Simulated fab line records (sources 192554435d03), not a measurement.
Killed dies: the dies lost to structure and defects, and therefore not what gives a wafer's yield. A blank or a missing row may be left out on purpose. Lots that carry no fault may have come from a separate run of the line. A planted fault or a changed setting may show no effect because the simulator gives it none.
Split-lot study || flow n5 finfet || 21 wafers read from 7 lots, route of 1938 steps

THE SPLIT
At N5_BEOL_M12_TRENCH_ETCH_34 (etches SiOC in C4F8/O2/Ar, target depth 318.95 nm, time 125.5 s), the setting time s was moved away from the recipe's 125.5 s on 8 of the 21 wafers read, by -21.8% to +10.8%. This setting was run at the recipe's value on the other wafers.

FROM THE SPLIT TO THE READING: what the file shows between them, 10 steps
- N5_BEOL_M12_STRIP_70: strips in C4F8/O2/Ar
- N5_BEOL_M12_OCD_MEAS_35
- N5_BEOL_M12_STRIP_37: strips in N2/H2
- N5_BEOL_M12_ETCH_38: etches SiCN in CF4/N2, target depth 68.7 nm, time 73.4 s
- N5_BEOL_M12_ECD_47: material Cu, target thk 720 nm
- N5_BEOL_M12_ANNEAL_48: time 90 s
- N5_BEOL_M12_CMP_49: polishes, stops on SiOC, t overpolish 20.6 s, target thk 320 nm
- N5_BEOL_M12_THK_MEAS_50: measures by xrf
- N5_BEOL_M12_PRE_CLEAN_52: time 15 s
- N5_BEOL_M12_DEP_53: deposits SiCN from 3MS/NH3, target thk 30 nm, time 10.5 s

THE READING
M12_RS in ohm/sq, measured at N5_BEOL_M12_RS_MEAS_54 by four-point-probe. A value of 0.0603 ohm/sq with a standard deviation of 0.0012 ohm/sq is what fault-free wafers of this fab line usually give.

{"wafer": "L080.2", "tool, chamber at the split": "rie diel-04, 2", "time s as run, s": 125.5, "against the recipe": "recipe", "M12_RS, ohm/sq": 0.0619, "against lot-mates on the recipe": "-"}
{"wafer": "L080.3", "tool, chamber at the split": "rie diel-04, 3", "time s as run, s": 98.14, "against the recipe": "-21.8%", "M12_RS, ohm/sq": 0.0762, "against lot-mates on the recipe": "+0.0143"}
{"wafer": "L080.4", "tool, chamber at the split": "rie diel-04, 0", "time s as run, s": 98.14, "against the recipe": "-21.8%", "M12_RS, ohm/sq": 0.0801, "against lot-mates on the recipe": "+0.0182"}
{"wafer": "L083.1", "tool, chamber at the split": "rie diel-01, 2", "time s as run, s": 110.7, "against the recipe": "-11.8%", "M12_RS, ohm/sq": 0.0675, "against lot-mates on the recipe": "+0.0054"}
{"wafer": "L083.3", "tool, chamber at the split": "rie diel-01, 1", "time s as run, s": 110.7, "against the recipe": "-11.8%", "M12_RS, ohm/sq": 0.0706, "against lot-mates on the recipe": "+0.0085"}
{"wafer": "L083.6", "tool, chamber at the split": "rie diel-01, 1", "time s as run, s": 125.5, "against the recipe": "recipe", "M12_RS, ohm/sq": 0.0621, "against lot-mates on the recipe": "-"}
{"wafer": "L078.2", "tool, chamber at the split": "rie diel-04, 1", "time s as run, s": 125.5, "against the recipe": "recipe", "M12_RS, ohm/sq": 0.0605, "against lot-mates on the recipe": "-"}
{"wafer": "L078.4", "tool, chamber at the split": "rie diel-04, 3", "time s as run, s": 125.5, "against the recipe": "recipe", "M12_RS, ohm/sq": 0.0584, "against lot-mates on the recipe": "-"}
{"wafer": "L078.5", "tool, chamber at the split": "rie diel-04, 0", "time s as run, s": 125.5, "against the recipe": "recipe", "M12_RS, ohm/sq": 0.0602, "against lot-mates on the recipe": "-"}
{"wafer": "L086.1", "tool, chamber at the split": "rie diel-05, 1", "time s as run, s": 125.5, "against the recipe": "recipe", "M12_RS, ohm/sq": 0.0605, "against lot-mates on the recipe": "-"}
{"wafer": "L086.5", "tool, chamber at the split": "rie diel-05, 2", "time s as run, s": 139, "against the recipe": "+10.8%", "M12_RS, ohm/sq": 0.0544, "against lot-mates on the recipe": -0.0061}
{"wafer": "L086.6", "tool, chamber at the split": "rie diel-05, 1", "time s as run, s": 139, "against the recipe": "+10.8%", "M12_RS, ohm/sq": 0.0540, "against lot-mates on the recipe": -0.0065}
{"wafer": "L089.1", "tool, chamber at the split": "rie diel-04, 2", "time s as run, s": 125.5, "against the recipe": "recipe", "M12_RS, ohm/sq": 0.0604, "against lot-mates on the recipe": "-"}
{"wafer": "L089.3", "tool, chamber at the split": "rie diel-04, 1", "time s as run, s": 111, "against the recipe": "-11.6%", "M12_RS, ohm/sq": 0.0672, "against lot-mates on the recipe": "+0.0068"}
{"wafer": "L089.6", "tool, chamber at the split": "rie diel-04, 1", "time s as run, s": 111, "against the recipe": "-11.6%", "M12_RS, ohm/sq": 0.0671, "against lot-mates on the recipe": "+0.0067"}
{"wafer": "L094.2", "tool, chamber at the split": "rie diel-04, 2", "time s as run, s": 125.5, "against the recipe": "recipe", "M12_RS, ohm/sq": 0.0618, "against lot-mates on the recipe": "-"}
{"wafer": "L094.4", "tool, chamber at the split": "rie diel-04, 3", "time s as run, s": 125.5, "against the recipe": "recipe", "M12_RS, ohm/sq": 0.0589, "against lot-mates on the recipe": "-"}
{"wafer": "L094.6", "tool, chamber at the split": "rie diel-04, 1", "time s as run, s": 125.5, "against the recipe": "recipe", "M12_RS, ohm/sq": 0.0594, "against lot-mates on the recipe": "-"}
{"wafer": "L092.2", "tool, chamber at the split": "rie diel-04, 2", "time s as run, s": 125.5, "against the recipe": "recipe", "M12_RS, ohm/sq": 0.0616, "against lot-mates on the recipe": "-"}
{"wafer": "L092.3", "tool, chamber at the split": "rie diel-04, 0", "time s as run, s": 125.5, "against the recipe": "recipe", "M12_RS, ohm/sq": 0.0605, "against lot-mates on the recipe": "-"}
{"wafer": "L092.6", "tool, chamber at the split": "rie diel-04, 3", "time s as run, s": 125.5, "against the recipe": "recipe", "M12_RS, ohm/sq": 0.0591, "against lot-mates on the recipe": "-"}

FIT RESULTS
A straight line over all 21 wafers: M12_RS changes by -0.000726 ohm/sq for each +1% of time s; r = -0.97; the points scatter about the line by 0.0016 ohm/sq.
The same after taking each lot's own level away (the mean of its wafers on the recipe; 21 wafers): -0.000672 ohm/sq for each +1%; r = -0.98; scatter 0.0013 ohm/sq.
On that fit, the largest move of time s shifts the reading by 0.015 ohm/sq.
The span of the lots' own levels, 0.05970 to 0.06210 ohm/sq, comes to 2.0 times the standard deviation stated above.
The two slopes are in agreement: the lot-to-lot level therefore moves the slope only a little.
Check: for one of the wafers moved furthest among these (-21.8%), held out of the fit, the line's prediction against its lot-mates is +0.0149 ohm/sq. It came out at +0.0143 ohm/sq against them.

OTHER SPLITS APPLIED TO THESE WAFERS
Note: prior to the reading, these wafers also went through further splits. Each is held against what the fit with the lots' levels taken away leaves over:
{"other split on the same wafers": "N5_BEOL_M9_TRENCH_ETCH_37 bias w", "wafers away from the commonest value": 9, "r with M12_RS (lot level and that fit taken away)": -0.25}
{"other split on the same wafers": "N5_BEOL_M10_ETCH_41 source w", "wafers away from the commonest value": 4, "r with M12_RS (lot level and that fit taken away)": -0.27}
{"other split on the same wafers": "N5_BEOL_M11_PEB_26 peb time s", "wafers away from the commonest value": 8, "r with M12_RS (lot level and that fit taken away)": "+0.45"}
{"other split on the same wafers": "N5_BEOL_M11_TRENCH_ETCH_37 time s", "wafers away from the commonest value": 6, "r with M12_RS (lot level and that fit taken away)": "+0.02"}
{"other split on the same wafers": "N5_BEOL_M12_ETCH_68 time s", "wafers away from the commonest value": 3, "r with M12_RS (lot level and that fit taken away)": -0.50}

THE WHOLE CHAIN: every reading that the file lists as answering this split, in the file's order
{"step": "N5_BEOL_M12_TRENCH_ETCH_34", "what it does": "etches SiOC in C4F8/O2/Ar, target depth 318.95 nm, time 125.5 s", "reading": "etch.depth nm (the simulator's own value, which no gauge read)", "change (the file's fit)": "+2.82 nm for each +1% of the setting", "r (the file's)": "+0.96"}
{"step": "N5_BEOL_M12_OCD_MEAS_35", "what it does": "", "reading": "trench depth nm", "change (the file's fit)": "+2.8 nm for each +1% of the setting", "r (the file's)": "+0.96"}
{"step": "N5_BEOL_M12_CMP_49", "what it does": "polishes, stops on SiOC, t overpolish 20.6 s, target thk 320 nm", "reading": "Cu_of_BEOL_M12_ECD_47.thk nm (the simulator's own value, which no gauge read)", "change (the file's fit)": "+2.8 nm for each +1% of the setting", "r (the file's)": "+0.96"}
{"step": "N5_BEOL_M12_THK_MEAS_50", "what it does": "measures by xrf", "reading": "M12_THK", "change (the file's fit)": "+2.91 for each +1% of the setting", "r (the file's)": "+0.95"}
{"step": "N5_BEOL_M12_RS_MEAS_54", "what it does": "measures by four-point-probe", "reading": "M12_RS", "change (the file's fit)": "-0.000675 for each +1% of the setting", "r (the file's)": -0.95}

FILE'S OWN FIT
M12_RS changes by -0.000675 ohm/sq for each +1% of time s, r = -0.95.
